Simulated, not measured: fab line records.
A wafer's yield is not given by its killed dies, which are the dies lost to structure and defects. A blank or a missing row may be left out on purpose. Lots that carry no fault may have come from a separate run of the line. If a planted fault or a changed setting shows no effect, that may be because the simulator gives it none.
Which tool did it? -- flow n5 finfet -- 42 wafers from 14 lots sampled at 4 of the route's 1938 steps

== WHAT THE GAUGES SHOWED, per wafer ==
N5_BEOL_M5_OVL_MEAS_12. Usual: M5_OVL typically reads 0.2 nm, with standard deviation 0.75.
lot,measured,on,M5_OVL (nm),flag
L946,day 8 14:18,overlay-02,0.8 0.0 0.0,
L947,day 9 04:24,overlay-01,1.4 1.5 0.6,
L949,day 9 11:07,overlay-01,-0.3 -0.1 0.0,
L948,day 9 11:22,overlay-01,-0.6 -0.2 -0.7,
L950,day 9 18:29,overlay-01,0.1 0.9 -0.3,
L951,day 9 19:21,overlay-02,1.0 0.0 1.1,
L952,day 10 02:25,overlay-01,- - -,OFF
L953,day 10 10:59,overlay-01,- - -,OFF
L955,day 10 21:25,overlay-01,0.9 1.0 0.5,
L961,day 12 06:40,overlay-01,0.6 0.7 0.7,
L963,day 13 02:20,overlay-02,0.2 -0.7 -0.7,
L965,day 13 23:52,overlay-02,0.3 -0.3 0.2,
L967,day 14 00:04,overlay-01,1.0 -0.7 0.2,
L969,day 14 10:47,overlay-01,-0.6 -1.0 0.5,

== WHICH TOOL RAN EACH LOT (tool, then ch and the chambers of the sampled wafers, then the start) ==
lot,N5_BEOL_M5_CURE_79,N5_BEOL_M5_HM_DEP_02,N5_BEOL_M5_PEB_09
L946,"uv cure-01 ch 1, day 8 11:22","pvd sputter-02, day 8 13:53","litho track-04 ch 0, day 8 14:12"
L947,"uv cure-03 ch 0, day 9 02:10","pvd sputter-02, day 9 03:52","litho track-01 ch 0, day 9 04:19"
L949,"uv cure-03 ch 1, day 9 09:11","pvd sputter-03, day 9 10:34","litho track-01 ch 0, day 9 11:01"
L948,"uv cure-02 ch 0, day 9 09:18","pvd sputter-03, day 9 10:50","litho track-01 ch 0, day 9 11:16"
L950,"uv cure-03 ch 0, day 9 15:24","pvd sputter-01, day 9 18:03","litho track-03 ch 0, day 9 18:23"
L951,"uv cure-03 ch 2, day 9 17:19","pvd sputter-03, day 9 18:47","litho track-04 ch 0, day 9 19:14"
L952,"uv cure-01 ch 1, day 10 00:02","pvd sputter-02, day 10 01:59","litho track-01, day 10 02:19"
L953,"uv cure-01 ch 1, day 10 09:54","pvd sputter-01, day 10 10:33","litho track-04, day 10 10:52"
L955,"uv cure-03 ch 2, day 10 19:44","pvd sputter-02, day 10 20:52","litho track-03 ch 0, day 10 21:19"
L961,"uv cure-03 ch 1, day 12 03:21","pvd sputter-03, day 12 06:14","litho track-03 ch 0, day 12 06:35"
L963,"uv cure-03 ch 2, day 13 00:16","pvd sputter-03, day 13 01:47","litho track-03 ch 0, day 13 02:14"
L965,"uv cure-01 ch 2, day 13 20:31","pvd sputter-02, day 13 23:17","litho track-03 ch 0, day 13 23:45"
L967,"uv cure-02 ch 0, day 13 22:29","pvd sputter-01, day 13 23:38","litho track-01 ch 0, day 13 23:58"
L969,"uv cure-01 ch 0, day 14 09:30","pvd sputter-03, day 14 10:22","litho track-04 ch 0, day 14 10:41"
- N5_BEOL_M5_CURE_79: cures SiCOH lowk, time 240 s.
- N5_BEOL_M5_HM_DEP_02: deposits TiN, target thk 20 nm.
- N5_BEOL_M5_PEB_09: peb time 60 s.

== AS READ BY THE TOOLS THEMSELVES (means over the sampled wafers that have a number; for cases with no such wafer, the mark the record gives instead) ==
N5_BEOL_M5_CURE_79. Usual: lamp power pct 52.31 %, standard deviation 0.055; wafer_temp_C_max 386.6, standard deviation 0.54.
lot,tool,lamp power pct (%),wafer_temp_C_max,flag
L946,uv cure-01,52.31,386.4,
L947,uv cure-03,52.30,386.9,
L949,uv cure-03,52.37,387.8,
L948,uv cure-02,52.30,386.8,
L950,uv cure-03,52.31,386.4,
L951,uv cure-03,52.34,386.5,
L952,uv cure-01,52.31,386.0,
L953,uv cure-01,52.34,386.2,
L955,uv cure-03,52.37,386.8,
L961,uv cure-03,52.27,387.1,
L963,uv cure-03,52.29,386.2,
L965,uv cure-01,52.34,386.3,
L967,uv cure-02,52.30,386.4,
L969,uv cure-01,52.33,386.4,

N5_BEOL_M5_HM_DEP_02. Usual: throttle valve pct at 30.1 %, with a standard deviation of 1.1.
lot,tool,throttle valve pct (%),flag
L946,pvd sputter-02,29.9,
L947,pvd sputter-02,29.5,
L949,pvd sputter-03,30.7,
L948,pvd sputter-03,30.0,
L950,pvd sputter-01,30.5,
L951,pvd sputter-03,29.5,
L952,pvd sputter-02,30.3,
L953,pvd sputter-01,30.5,
L955,pvd sputter-02,30.7,
L961,pvd sputter-03,30.2,
L963,pvd sputter-03,31.0,
L965,pvd sputter-02,30.7,
L967,pvd sputter-01,29.8,
L969,pvd sputter-03,29.3,

N5_BEOL_M5_PEB_09. Usual: chill plate temp C 23.00 C, standard deviation 0.087; exhaust pa 45.1 Pa, standard deviation 1; resist line temp C 23.01 C, standard deviation 0.089.
lot,tool,chill plate temp C (C),exhaust pa (Pa),resist line temp C (C),flag
L946,litho track-04,23.02,44.8,23.03,
L947,litho track-01,23.11,44.5,23.05,
L949,litho track-01,22.89,45.9,23.04,
L948,litho track-01,23.00,45.7,23.05,
L950,litho track-03,23.03,46.2,23.03,
L951,litho track-04,22.96,45.2,23.03,
L952,litho track-01,-,-,-,OFF
L953,litho track-04,-,-,-,OFF
L955,litho track-03,22.99,45.1,23.04,
L961,litho track-03,23.04,43.8,22.94,
L963,litho track-03,23.04,46.6,22.88,
L965,litho track-03,22.97,46.0,23.02,
L967,litho track-01,23.01,45.0,22.92,
L969,litho track-04,23.04,45.9,23.09,

== THE ANSWER, worked out from the rows above alone ==
Rule: take the mean of a lot's wafers that have a number; if it is more than 3 standard deviations from the usual mean, the lot is off. Also off: a lot with no number at a reading for which 4 or more lots have one. Any other lot the step has rows for is counted as sound. After the gauges, taken in route order, come the tools' own readings; for these a lot's mean is taken, as printed above. The first step at which some lot is off is used, and at that step the reading that is off furthest; a lot without a number counts as furthest.
Off: L952, L953, seen at N5_BEOL_M5_OVL_MEAS_12 (M5_OVL). Without a number there: L952, L953.
A tool fits if, at a process step before that reading, it ran every lot that is off, and no sound lot after the first of them. Not tried: the gauges at N5_BEOL_M5_OVL_MEAS_12; whatever is off there is also off at N5_BEOL_M5_PEB_09, on other tools, and gauge error can't account for it. Not one of the candidates tried fits.

== WHAT THE SIMULATOR HAD INSERTED ==
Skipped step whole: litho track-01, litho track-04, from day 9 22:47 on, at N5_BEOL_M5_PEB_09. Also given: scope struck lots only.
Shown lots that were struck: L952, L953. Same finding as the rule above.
